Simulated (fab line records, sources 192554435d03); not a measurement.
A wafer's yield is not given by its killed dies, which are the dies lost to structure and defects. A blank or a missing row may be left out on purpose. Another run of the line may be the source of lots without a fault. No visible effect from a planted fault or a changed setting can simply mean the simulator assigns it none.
fab line records | flow n5_finfet | part 2 of 2: steps 26 to 34 of 34
[record] lots = 5 wafers = 15 last_day = 17
route steps=1938 shown BEOL_M1@835 BEOL_M2@841
lots that met no fault: from a run of the same line without faults
start_h: hours from the record's first day to the start of the lot's first wafer shown | wait_h: hours from the lot's prior step to this one | " as in the row above | L1.1+2: a row that stands for several wafers | - value missing, or start not given | * or withheld: withheld | < > ~ a bound
route shown NAME@n: NAME is a module with steps in the file, n the number in the route of the first one | usual: the fault-free wafers' mean and standard deviation | same: alike in all rows | chamber/n: place in a boat | sites: each site's reading | _std_site: how widely they spread, as a standard deviation | _edge_site: mean of outer sites minus mean of inner sites | radius_mm: for every site, how far away it sits from the centre of the wafer | mask NAME#n: copy n | behind: the last tool/chamber to shape the wafer | hold: why the lot went on hold/how many hours it stayed there/how the hold came to an end | device: names the non-switching transistor (n, p or np) | end of line: tests of these same wafers at the route's end | a step without rows: its recipe alone | killed: dies lost to structure and defects at the first sort, not the wafer's yield | map: the dies of a wafer, with x for killed, . for not killed, _ for no die there
set.NAME: setting as actually run; set.NAME@STEP: the setting as run at that earlier step | model.NAME: the simulator's own value behind a step, which no gauge read
lots seen at some steps along the route; tables by step, rows by wafer
services: from which hour (start_h, from the record's first day; less than 0 if before it) a tool's chamber was out of use, for how many hours, and why
[[steps]]
[step N5_BEOL_M2_ETCH_64]
[recipe] chemistry = N2/H2 target = SOC target_depth_a = 750 overetch_a = 225 mask_material = SiARC temp_c = 40 time_s = 121.9 ion_energy_ev = 200 pressure_mtorr = 30 source_w = 840 bias_w = 150 n2_flow_sccm = 200 h2_flow_sccm = 200
[usual] drypump_motor_current_A = 5.9/0.43 oes_product_au = 0.62/0.07 rf_vpp_V = 524.1/2.7 showerhead_plenum_p_Torr = 2.55/0.096 throttle_valve_pct = 17.74/0.27
// columns lot.wafer tool chamber start_h wait_h drypump_motor_current_A oes_product_au rf_hours_counter_h rf_vpp_V showerhead_plenum_p_Torr throttle_valve_pct
L079.1 rie_diel-04 3 170.87 0.0 6.0 0.53 221 526.7 2.61 18.20
L079.4 " 2 " " 5.9 0.51 - 519.5 2.40 17.72
L079.6 " 0 " " 5.7 0.71 - 521.7 2.48 17.78
L084.2 rie_diel-04 0 187.67 0.0 5.7 0.70 19 522.7 2.48 17.81
L084.3 " 1 " " 6.4 0.67 34 528.7 2.71 17.98
L084.4 " 3 " " 6.0 0.53 - 525.8 2.61 18.20
L087.2 rie_diel-05 3 208.38 0.0 5.6 0.54 209 525.9 2.62 17.90
L087.4 " 1 " " 5.8 0.68 32 522.5 2.48 17.63
L087.6 " 3 " " 5.6 0.54 - 525.6 2.62 17.86
L091.1 rie_diel-04 3 237.54 0.0 6.0 0.52 247 525.6 2.60 18.25
L091.2 " 0 " " 5.7 0.69 28 521.5 2.47 17.82
L091.3 " 1 " " 6.4 0.65 56 527.1 2.70 18.03
L095.2 rie_diel-04 2 261.04 0.0 5.9 0.70 21 529.8 2.71 17.29
L095.4 " 1 " " 6.4 0.64 - 526.3 2.69 18.02
L095.5 " 2 " " 5.9 0.71 - 527.4 2.71 17.32
[step N5_BEOL_M2_STRIP_65]
[recipe] chemistry = N2/H2 temp_c = 40 n2_flow_sccm = 200 h2_flow_sccm = 200 rf_frequency_hz = 6e+07
// columns lot.wafer tool chamber start_h wait_h
L079.1+4+6 rie_diel-04 3,2,0 170.98 0.1
L084.2+3+4 rie_diel-04 0,1,3 187.78 0.1
L087.2+4+6 rie_diel-05 3,1,3 208.49 0.1
L091.1+2+3 rie_diel-04 3,0,1 237.65 0.1
L095.2+4+5 rie_diel-04 2,1,2 261.15 0.1
[step N5_BEOL_M2_STRIP_75]
[recipe] chemistry = N2/H2 temp_c = 40 n2_flow_sccm = 200 h2_flow_sccm = 200 rf_frequency_hz = 6e+07
// columns lot.wafer tool chamber start_h wait_h
L079.1+4+6 rie_diel-04 3,2,0 170.99 0.0
L084.2+3+4 rie_diel-04 0,1,3 187.79 0.0
L087.2+4+6 rie_diel-05 3,1,3 208.50 0.0
L091.1+2+3 rie_diel-04 3,0,1 237.66 0.0
L095.2+4+5 rie_diel-04 2,1,2 261.16 0.0
[step N5_BEOL_M2_STRIP_66]
[recipe] chemistry = CF4 resist = SiARC power_w = 300 bias_power_w = 75 pressure_mtorr = 50 cf4_flow_sccm = 150 rf_frequency_hz = 6e+07
[usual] drypump_motor_current_A = 5.9/0.42 oes_product_au = 0.81/0.091 rf_vpp_V = 271.2/1.6 showerhead_plenum_p_Torr = 1.80/0.059 throttle_valve_pct = 13.52/0.27
// columns lot.wafer tool chamber start_h wait_h drypump_motor_current_A oes_product_au rf_hours_counter_h rf_vpp_V showerhead_plenum_p_Torr throttle_valve_pct
L079.1 rie_diel-04 3 171.00 0.0 5.9 0.69 221 271.7 1.84 13.92
L079.4 " 2 " " 5.9 0.66 - 269.8 1.70 13.64
L079.6 " 0 " " 5.6 0.93 - 271.3 1.77 13.55
L084.2 rie_diel-04 0 187.80 0.0 5.7 0.90 19 271.3 1.77 13.58
L084.3 " 1 " " 6.4 0.87 34 273.6 1.89 13.59
L084.4 " 3 " " 5.9 0.70 - 273.1 1.84 13.95
L087.2 rie_diel-05 3 208.51 0.0 5.6 0.70 209 274.0 1.86 13.87
L087.4 " 1 " " 5.8 0.89 32 269.5 1.76 13.52
L087.6 " 3 " " 5.6 0.71 - 271.8 1.86 13.89
L091.1 rie_diel-04 3 237.67 0.0 6.0 0.68 247 270.8 1.83 13.99
L091.2 " 0 " " 5.7 0.89 28 269.6 1.77 13.60
L091.3 " 1 " " 6.4 0.85 56 273.1 1.89 13.64
L095.2 rie_diel-04 2 261.17 0.0 5.9 0.92 21 274.0 1.90 13.09
L095.4 " 1 " " 6.4 0.83 - 273.2 1.88 13.67
L095.5 " 2 " " 6.0 0.92 - 274.4 1.90 13.09
[step N5_BEOL_M2_HM_OPEN_17]
[recipe] chemistry = Cl2/BCl3 target_depth_a = 200 overetch_a = 60 target = TiN mask_material = SOC ion_energy_ev = 150 pressure_mtorr = 10 icp_w = 1000 bias_w = 126 Cl2_flow_sccm = 53.25 bcl3_flow_sccm = 21.75 Ar_flow_sccm = 25
[usual] drypump_motor_current_A = 5.6/0.64 mfc_cl2_sccm = 53.25/0.16 oes_product_au = 0.65/0.095 throttle_valve_pct = 22.28/0.11
// columns lot.wafer tool chamber start_h wait_h drypump_motor_current_A mfc_cl2_sccm oes_product_au rf_hours_counter_h throttle_valve_pct
L079.1 rie_metal-03 1 171.04 0.0 4.8 53.24 0.68 40 22.27
L079.4 " 1 " " 4.8 53.32 0.68 - 22.28
L079.6 " 1 " " 4.8 53.41 0.68 - 22.30
L084.2 rie_metal-01 1 187.84 0.0 5.9 53.23 0.56 106 22.17
L084.3 " 0 " " 5.0 53.43 0.76 - 22.11
L084.4 " 1 " " 5.9 53.16 0.55 - 22.15
L087.2 rie_metal-02 0 208.56 0.0 5.3 53.15 0.56 94 22.43
L087.4 " 1 " " 6.4 53.08 0.57 - 22.26
L087.6 " 0 " " 5.3 53.26 0.56 - 22.44
L091.1 rie_metal-02 1 237.71 0.0 6.4 53.38 0.57 93 22.25
L091.2 " 0 " " 5.3 53.67 0.56 96 22.44
L091.3 " 1 " " 6.3 53.09 0.58 - 22.24
L095.2 rie_metal-02 1 261.21 0.0 6.3 53.21 0.57 96 22.25
L095.4 " 0 " " 5.3 53.32 0.55 - 22.44
L095.5 " 0 " " 5.3 53.09 0.55 - 22.45
[step N5_BEOL_M2_STRIP_19]
[recipe] chemistry = O2 power_w = 400 temp_c = 40 pressure_mtorr = 30 rf_frequency_hz = 6e+07 bias_power_w = 0 overash_fraction = 0.2 o2_flow_sccm = 225
[usual] drypump_motor_current_A = 5.8/0.43 oes_product_au = 0.80/0.097 rf_vpp_V = 3.6/0.43 showerhead_plenum_p_Torr = 2.10/0.075 throttle_valve_pct = 16.65/0.26
// columns lot.wafer tool chamber start_h wait_h drypump_motor_current_A oes_product_au rf_hours_counter_h rf_vpp_V showerhead_plenum_p_Torr throttle_valve_pct
L079.1 rie_diel-05 1 171.17 0.1 5.8 0.92 17 4.0 2.06 16.59
L079.4 " 3 " " 5.6 0.72 195 3.9 2.16 16.85
L079.6 " 2 " " 5.2 0.79 - 3.6 2.03 16.33
L084.2 rie_diel-04 1 187.95 0.1 6.4 0.89 34 4.1 2.24 16.83
L084.3 " 0 " " 5.7 0.94 19 3.8 2.05 16.66
L084.4 " 1 " " 6.4 0.90 - 3.9 2.24 16.80
L087.2 rie_diel-03 1 208.67 0.1 5.1 0.70 234 3.9 2.09 16.85
L087.4 " 2 " " 6.6 0.84 63 3.8 2.05 16.47
L087.6 " 3 " " 6.3 0.70 - 4.5 2.07 16.83
L091.1 rie_diel-04 0 237.82 0.1 5.7 0.92 28 3.1 2.04 16.69
L091.2 " 2 " " 5.9 0.96 11 3.0 2.26 16.30
L091.3 " 3 " " 5.9 0.69 247 4.0 2.15 17.08
L095.2 rie_diel-03 3 261.35 0.1 6.3 0.68 252 3.9 2.06 16.85
L095.4 " 3 " " 6.3 0.68 - 3.6 2.06 16.86
L095.5 " 2 " " 6.6 0.82 - 3.5 2.04 16.50
[step N5_BEOL_M2_CD_MEAS_18]
[recipe] pitch_nm = 36 target_cd_nm = 18
[usual] cd_nm = 18.1/0.32
// columns lot.wafer tool chamber start_h wait_h cd_nm
L079.1 cd_sem-01 - 171.24 0.0 17.8
L079.4 " - " " 18.0
L079.6 " - " " 18.3
L084.2 cd_sem-03 - 188.02 0.1 18.3
L084.3 " - " " 17.7
L084.4 " - " " 18.2
L087.2 cd_sem-01 - 208.74 0.1 18.1
L087.4 " - " " 18.4
L087.6 " - " " 18.6
L091.1 cd_sem-03 - 237.89 0.0 18.3
L091.2 " - " " 18.2
L091.3 " - " " 18.5
L095.2 cd_sem-02 - 261.42 0.1 18.4
L095.4 " - " " 18.3
L095.5 " - " " 18.5
[step N5_BEOL_M2_COAT_67]
[recipe] resist = SOC temp_c = 250 time_s = 60 spin_rpm = 1500 resist_thk_nm = 60
// columns lot.wafer tool chamber start_h wait_h
L079.1+4+6 litho_track-05 0 171.27 0.0
L084.2+3+4 litho_track-02 0 188.06 0.0
L087.2+4+6 litho_track-05 0 208.78 0.0
L091.1+2+3 litho_track-02 0 237.93 0.0
L095.2+4+5 litho_track-05 0 261.45 0.0
[step N5_BEOL_M2_COAT_68]
[recipe] resist = SiARC temp_c = 220 time_s = 60 spin_rpm = 1500 resist_thk_nm = 12
// columns lot.wafer tool chamber start_h wait_h
L079.1+4+6 litho_track-05 0 - -
L084.2+3+4 litho_track-02 0 - -
L087.2+4+6 litho_track-05 0 - -
L091.1+2+3 litho_track-02 0 - -
L095.2+4+5 litho_track-05 0 - -
[[services]]
// columns tool chamber start_h hours kind
rie_metal-02 - 146.83 42.5 repair
euv_scanner-02 - 151.29 1.0 pm
rie_diel-03 0 151.36 2.6 repair
rie_metal-03 - 152.69 1.4 pm
euv_scanner-01 - 156.17 1.0 pm
euv_scanner-01 - 163.93 4.6 pm
rie_diel-04 3 172.52 3.1 repair
pecvd-03 2 178.61 11.9 repair
rie_diel-04 2 184.78 - clean
rie_diel-04 2 184.78 - consumable_replace:focus_ring
rie_diel-04 2 184.78 - consumable_replace:showerhead
rie_diel-04 2 184.78 21.2 scheduled_down
rie_diel-04 2 184.78 21.2 vent_cycle
euv_scanner-01 - 212.32 1.0 pm
litho_track-05 - 226.47 - consumable_replace:filter
cvd_co-01 0 229.96 8.2 repair
pecvd-03 0 237.48 20.3 repair
pecvd-02 - 243.66 2.5 repair
rie_diel-04 3 246.40 - clean
rie_diel-04 3 246.40 - consumable_replace:focus_ring
rie_diel-04 3 246.40 26.4 scheduled_down
rie_diel-04 3 246.40 26.4 vent_cycle
pecvd-02 - 250.95 1.2 repair
rie_metal-01 - 253.82 14.6 pm
